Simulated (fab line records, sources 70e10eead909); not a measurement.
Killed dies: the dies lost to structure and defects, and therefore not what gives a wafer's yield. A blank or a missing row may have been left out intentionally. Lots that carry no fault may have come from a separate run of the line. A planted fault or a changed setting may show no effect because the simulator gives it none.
Chamber matching | flow nand-harc | NHARC_A_STAIRCASE_ETCH_444 on rie-diel-12 has 4 sister chambers
The step etches the open film in C4F8/O2, target depth 20400 nm, time 6800 s. 18 wafers are shown with their chamber, then 9 later ones without.

EACH WAFER AND ITS CHAMBER
wafer  | chamber | rf-vpp-V (V) | oes-product-au (a.u.)
L075.4 | 0       | 811          | 0.923
L075.5 | 0       | 812          | 0.923
L075.6 | 3       | 805          | 0.924
L076.3 | 3       | 806          | 0.951
L076.2 | 2       | 801          | 0.946
L076.6 | 3       | 804          | 0.950
L079.1 | 2       | 800          | 0.979
L079.4 | 0       | 810          | 0.984
L079.5 | 0       | 811          | 0.991
L085.2 | 3       | 802          | 0.909
L085.4 | 2       | 801          | 0.930
L085.5 | 1       | 814          | 0.914
L086.3 | 1       | 815          | 0.918
L086.5 | 1       | 814          | 0.921
L086.6 | 2       | 801          | 0.923
L089.1 | 3       | 803          | 0.926
L089.5 | 1       | 814          | 0.918
L089.6 | 2       | 800          | 0.930

SIGNATURES, as means of the wafers listed above
reading        | chamber 0 | chamber 1 | chamber 2 | chamber 3 | scatter within a chamber
rf-vpp-V       | 811.00    | 814.25    | 800.60    | 804.00    | 0.998
oes-product-au | 0.95525   | 0.91775   | 0.94160   | 0.93200   | 0.0232
Rule: for a wafer and a chamber, the distance is found by dividing, reading by reading, the gap between the wafer's reading and the chamber's mean by the reading's scatter, squaring, summing and taking the root. The wafer belongs to the nearest chamber; if the next one is less than 2 further off, it can't be placed. The scatter: take each reading less its chamber's mean, square it, sum over the shown wafers, divide by the number of wafers less the number of chambers, and take the root.

WAFERS WHOSE CHAMBER IS MISSING
wafer  | rf-vpp-V (V) | oes-product-au (a.u.)
L092.1 | 804          | 0.925
L092.3 | 809          | 0.918
L092.5 | 809          | 0.921
L095.1 | 810          | 0.952
L095.3 | 804          | 0.971
L095.4 | 814          | 0.958
L096.2 | 800          | 0.970
L096.4 | 810          | 0.975
L096.6 | 810          | 0.975

THE CHAMBER EACH PASSED THROUGH
wafer  | from the rows above     | in truth
L092.1 | 3                       | 3
L092.3 | 0                       | 0
L092.5 | 0                       | 0
L095.1 | 0                       | 0
L095.3 | can't be placed: 3 or 2 | 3
L095.4 | can't be placed: 1 or 0 | 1
L096.2 | 2                       | 2
L096.4 | 0                       | 0
L096.6 | 0                       | 0
Correctly placed: 7 of 9. Not placeable from these rows: 2 (in 2, the candidates include the true chamber). Wrongly placed: 0.
